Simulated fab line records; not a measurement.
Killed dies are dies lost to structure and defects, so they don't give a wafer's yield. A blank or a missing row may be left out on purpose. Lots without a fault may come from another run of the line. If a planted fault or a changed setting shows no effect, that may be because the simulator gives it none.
fab line records	flow n5_finfet	part 2 of 2: steps 20 to 29 of 29
[record] lots = 5	wafers = 15	last_day = 16
route steps=1938 shown BEOL_M10@1493
lots that met no fault: from a run of the same line without faults
start_h: hours from the record's opening day to when the first of the lot's shown wafers began	wait_h: hours elapsed since this lot's preceding step	" as in the row above	L1.1+2: a row that stands for several wafers	- no value present, or no start provided	* or withheld: withheld	< > ~ a bound
route shown NAME@n: names a module that has steps shown in the file, with the first one's number in the route	usual: the fault-free wafers' mean and standard deviation	same: alike in all rows	chamber/n: place in a boat	sites: per-site readings	_std_site: standard deviation across them	_edge_site: inner sites' mean taken away from outer sites' mean	radius_mm: for every site, how far away it sits from the centre of the wafer	mask NAME#n: copy n	behind: the most recent tool/chamber to have shaped the wafer	hold: why the lot went on hold/how many hours it stayed there/how the hold came to an end	device: the transistor (n, p or np) that didn't switch	end of line: the route-end tests of the same wafers	for a step that has no rows: nothing shown but its recipe	killed: not the wafer's yield, but the dies lost to structure and defects at the first sort	map: a wafer's dies, marking killed ones x, the rest . and places with no die _
set.NAME: the setting the step ran with; set.NAME@STEP: the setting that earlier step ran with	model.NAME: the simulator's own value behind a step, which no gauge read
certain route steps with their lots: each step a table, each wafer a row
services: the hour from which a tool's chamber was out of use, counted from the record's first day as start_h (under 0 if before that day), plus the number of hours and why
[[steps]]
[step N5_BEOL_M10_TRENCH_ETCH_37]
[recipe] chemistry = C4F6/O2	target_depth_a = 1488.3	target = SiCOH_lowk	time_s = 48	ion_energy_ev = 250	pressure_mtorr = 30	source_w = 345	bias_w = 185	Ar_flow_sccm = 300	C4F6_flow_sccm = 10	O2_flow_sccm = 10
[usual] C4F6_flow_sccm = 9.997/0.028	drypump_motor_current_A = 5.7/0.31	oes_product_au = 0.80/0.068	rf_vpp_V = 665/16	showerhead_plenum_p_Torr = 2.84/0.11	throttle_valve_pct = 20.8/0.31
lot.wafer	tool	chamber	start_h	wait_h	C4F6_flow_sccm	drypump_motor_current_A	oes_product_au	rf_hours_counter_h	rf_vpp_V	showerhead_plenum_p_Torr	throttle_valve_pct
L082.1	rie_diel-01	3	-	-	10.047	5.5	0.93	28	667	3.02	20.4
L082.5	"	0	"	"	9.941	5.7	0.82	-	663	2.77	21.0
L082.6	"	1	"	"	9.991	5.5	0.89	-	666	2.86	20.5
L088.1	rie_diel-06	0	-	-	9.991	5.7	0.70	210	636	2.68	21.2
L088.4	"	1	"	"	9.982	6.0	0.83	98	659	3.01	20.8
L088.5	"	1	"	"	9.961	6.0	0.82	-	661	3.01	20.8
L089.3	rie_diel-02	3	-	-	10.006	6.1	0.68	238	663	2.78	20.7
L089.4	"	0	"	"	10.014	6.0	0.80	125	680	2.84	21.0
L089.6	"	2	"	"	10.017	5.4	0.83	-	662	2.73	20.4
L090.1	rie_diel-06	3	-	-	9.954	5.2	0.79	120	697	2.78	21.5
L090.2	"	0	"	"	10.024	5.7	0.69	213	635	2.68	21.2
L090.4	"	2	"	"	10.030	5.1	0.82	88	681	2.86	20.9
L093.2	rie_diel-06	2	-	-	9.989	5.1	0.82	92	683	2.85	20.9
L093.5	"	1	"	"	10.014	6.0	0.83	-	658	3.00	20.8
L093.6	"	3	"	"	9.987	5.3	0.79	-	698	2.78	21.5
[step N5_BEOL_M10_ETCH_41]
[recipe] chemistry = CH3F/O2	target = SiCN	target_depth_a = 426	taper_deg = 2	time_s = 86	ion_energy_ev = 120	mask_material = TiN	pressure_mtorr = 30	source_w = 395	bias_w = 75	Ar_flow_sccm = 150	CH3F_flow_sccm = 30	O2_flow_sccm = 20
[usual] drypump_motor_current_A = 5.7/0.32	oes_product_au = 0.80/0.067	rf_vpp_V = 297.2/1.7	showerhead_plenum_p_Torr = 1.99/0.08	throttle_valve_pct = 16.25/0.27
lot.wafer	tool	chamber	start_h	wait_h	drypump_motor_current_A	oes_product_au	rf_hours_counter_h	rf_vpp_V	showerhead_plenum_p_Torr	throttle_valve_pct
L082.1	rie_diel-01	3	-	-	5.5	0.94	28	298.6	2.13	15.85
L082.5	"	0	"	"	5.7	0.82	-	295.2	1.94	16.37
L082.6	"	1	"	"	5.5	0.91	-	296.9	2.02	15.98
L088.1	rie_diel-06	0	-	-	5.7	0.70	210	295.1	1.88	16.65
L088.4	"	1	"	"	5.9	0.83	98	299.4	2.12	16.13
L088.5	"	1	"	"	6.0	0.83	-	299.5	2.12	16.14
L089.3	rie_diel-02	3	-	-	6.1	0.68	238	297.8	1.95	16.24
L089.4	"	0	"	"	6.0	0.80	125	296.3	2.00	16.42
L089.6	"	2	"	"	5.4	0.83	-	295.7	1.92	15.89
L090.1	rie_diel-06	3	-	-	5.3	0.79	121	295.7	1.95	16.73
L090.2	"	0	"	"	5.7	0.69	213	294.2	1.88	16.69
L090.4	"	2	"	"	5.1	0.82	88	298.3	2.01	16.28
L093.2	rie_diel-06	2	-	-	5.1	0.81	92	298.1	2.01	16.27
L093.5	"	1	"	"	6.0	0.83	-	297.9	2.12	16.15
L093.6	"	3	"	"	5.2	0.78	-	296.6	1.95	16.74
[step N5_BEOL_M10_STRIP_77]
[recipe] chemistry = N2/H2	time_s = 10	power_w = 450	temp_c = 40	pressure_mtorr = 20	rf_frequency_hz = 6e+07	bias_power_w = 7	n2_flow_sccm = 200	h2_flow_sccm = 200
[usual] drypump_motor_current_A = 5.7/0.32	oes_product_au = 0.80/0.067	rf_vpp_V = 59.2/0.84	showerhead_plenum_p_Torr = 2.54/0.099	throttle_valve_pct = 23.6/0.39
lot.wafer	tool	chamber	start_h	wait_h	drypump_motor_current_A	oes_product_au	rf_hours_counter_h	rf_vpp_V	showerhead_plenum_p_Torr	throttle_valve_pct
L082.1	rie_diel-01	3	-	-	5.5	0.92	28	60.0	2.70	23.0
L082.5	"	0	"	"	5.7	0.80	-	60.2	2.49	24.0
L082.6	"	1	"	"	5.5	0.89	-	57.9	2.63	24.1
L088.1	rie_diel-06	0	-	-	5.7	0.70	210	59.7	2.40	24.1
L088.4	"	1	"	"	6.0	0.83	98	59.9	2.67	23.4
L088.5	"	1	"	"	6.0	0.83	-	60.7	2.67	23.4
L089.3	rie_diel-02	3	-	-	6.2	0.67	238	58.8	2.48	23.1
L089.4	"	0	"	"	6.0	0.80	125	59.3	2.57	23.9
L089.6	"	2	"	"	5.4	0.82	-	58.1	2.49	23.3
L090.1	rie_diel-06	3	-	-	5.3	0.79	121	58.2	2.44	24.1
L090.2	"	0	"	"	5.7	0.70	213	60.9	2.40	24.1
L090.4	"	2	"	"	5.1	0.81	88	59.2	2.54	23.6
L093.2	rie_diel-06	2	-	-	5.1	0.81	92	59.8	2.54	23.6
L093.5	"	1	"	"	6.0	0.83	-	61.1	2.66	23.4
L093.6	"	3	"	"	5.3	0.78	-	60.1	2.44	24.1
[step N5_BEOL_M10_OCD_MEAS_38]
[usual] trench_depth_nm = 149/3.3
lot.wafer	tool	chamber	start_h	wait_h	trench_depth_nm
L082.1	ocd-01	-	271.32	-	152
L082.5	"	-	"	"	155
L082.6	"	-	"	"	155
L088.1	ocd-01	-	324.30	-	144
L088.4	"	-	"	"	151
L088.5	"	-	"	"	150
L089.3	ocd-01	-	327.93	-	146
L089.4	"	-	"	"	153
L089.6	"	-	"	"	149
L090.1	ocd-02	-	337.65	-	146
L090.2	"	-	"	"	147
L090.4	"	-	"	"	150
L093.2	ocd-02	-	346.41	-	151
L093.5	"	-	"	"	153
L093.6	"	-	"	"	147
[step N5_BEOL_M10_HM_STRIP_39]
[recipe] chemistry = peroxide_tin_strip	material = TiN	target_depth_a = 250	temp_c = 50	time_s = 158
lot.wafer	tool	chamber	start_h	wait_h
L082.1+5+6	wet_bench-04	5,6,0	271.35	0.0
L088.1+4+5	wet_bench-04	5,4,2	324.33	0.0
L089.3+4+6	wet_bench-04	1,3,4	327.96	0.0
L090.1+2+4	wet_bench-04	7,3,4	337.69	0.0
L093.2+5+6	wet_bench-03	0,6,1	346.44	0.0
[step N5_BEOL_M10_SRD_40]
[recipe] time_s = 30	temp_c = 23	rinse_liquid = diw	dry = ipa_marangoni
lot.wafer	tool	chamber	start_h	wait_h
L082.1+5+6	wet_bench-04	5,6,0	271.40	0.0
L088.1+4+5	wet_bench-04	5,4,2	324.38	0.0
L089.3+4+6	wet_bench-04	1,3,4	328.01	0.0
L090.1+2+4	wet_bench-04	7,3,4	337.73	0.0
L093.2+5+6	wet_bench-03	0,6,1	346.49	0.0
[step N5_BEOL_M10_PRECLEAN_42]
[recipe] chemistry = residue_remover	time_s = 60	temp_c = 40
lot.wafer	tool	chamber	start_h	wait_h
L082.1+5+6	wet_bench-04	5,6,0	271.42	0.0
L088.1+4+5	wet_bench-04	5,4,2	324.40	0.0
L089.3+4+6	wet_bench-04	1,3,4	328.03	0.0
L090.1+2+4	wet_bench-04	7,3,4	337.75	0.0
L093.2+5+6	wet_bench-03	0,6,1	346.51	0.0
[step N5_BEOL_M10_SRD_43]
[recipe] time_s = 30	temp_c = 23	rinse_liquid = diw	dry = ipa_marangoni
lot.wafer	tool	chamber	start_h	wait_h
L082.1+5+6	wet_bench-04	5,6,0	271.43	0.0
L088.1+4+5	wet_bench-04	5,4,2	324.41	0.0
L089.3+4+6	wet_bench-04	1,3,4	328.04	0.0
L090.1+2+4	wet_bench-04	7,3,4	337.77	0.0
L093.2+5+6	wet_bench-03	0,6,1	346.52	0.0
[step N5_BEOL_M10_CD_MEAS_35]
[recipe] target_cd_nm = 70	polarity = opening
[usual] cd_nm = 69.9/0.8
lot.wafer	tool	chamber	start_h	wait_h	cd_nm
L082.1	cd_sem-03	-	271.47	0.0	69.5
L082.5	"	-	"	"	69.7
L082.6	"	-	"	"	70.2
L088.1	cd_sem-01	-	324.45	0.0	71.1
L088.4	"	-	"	"	71.5
L088.5	"	-	"	"	70.8
L089.3	cd_sem-01	-	328.08	0.0	70.0
L089.4	"	-	"	"	69.4
L089.6	"	-	"	"	69.1
L090.1	cd_sem-02	-	337.81	0.0	70.1
L090.2	"	-	"	"	69.4
L090.4	"	-	"	"	69.6
L093.2	cd_sem-01	-	346.57	0.0	69.2
L093.5	"	-	"	"	69.1
L093.6	"	-	"	"	69.4
[step N5_BEOL_M10_CURE_72]
[recipe] temp_c = 370	time_s = 120	ambient = DMADMS/He	material = SiCOH_lowk
[usual] lamp_power_pct = 52.32/0.057	wafer_temp_C_max = 371.7/0.62
lot.wafer	tool	chamber	start_h	wait_h	lamp_power_pct	wafer_temp_C_max
L082.1	uv_cure-01	1	271.52	0.0	52.34	371.7
L082.5	"	1	"	"	52.35	371.1
L082.6	"	1	"	"	52.27	371.3
L088.1	uv_cure-02	1	324.50	0.0	52.28	371.0
L088.4	"	1	"	"	52.31	370.8
L088.5	"	1	"	"	52.33	370.7
L089.3	uv_cure-01	0	328.22	0.1	52.32	372.0
L089.4	"	0	"	"	52.35	371.4
L089.6	"	0	"	"	52.29	373.2
L090.1	uv_cure-01	2	337.85	0.0	52.37	371.4
L090.2	"	2	"	"	52.43	371.4
L090.4	"	2	"	"	52.32	371.2
L093.2	uv_cure-02	2	346.85	0.3	52.25	372.9
L093.5	"	2	"	"	52.24	372.5
L093.6	"	2	"	"	52.34	372.0
[[services]]
tool	chamber	start_h	hours	kind
arfi_scanner-03	-	284.21	3.1	pm
rie_diel-06	1	284.61	7.2	repair
arfi_scanner-03	-	296.81	1.0	pm
arfi_scanner-01	0	301.48	-	calibration
wet_bench-04	-	302.40	0.8	repair
rie_diel-06	0	306.58	3.3	repair
arfi_scanner-03	-	314.10	1.0	pm
arfi_scanner-01	-	315.70	1.0	repair
rie_diel-02	-	325.71	1.2	repair
uv_cure-02	-	327.97	1.9	repair
arfi_scanner-01	-	329.74	1.7	repair
rie_diel-02	0	334.02	2.4	repair
arfi_scanner-03	0	335.05	-	calibration
arfi_scanner-01	-	337.63	1.0	pm
arfi_scanner-01	-	339.11	1.3	pm
rie_diel-06	0	342.52	8.6	repair
arfi_scanner-03	-	346.67	1.3	pm
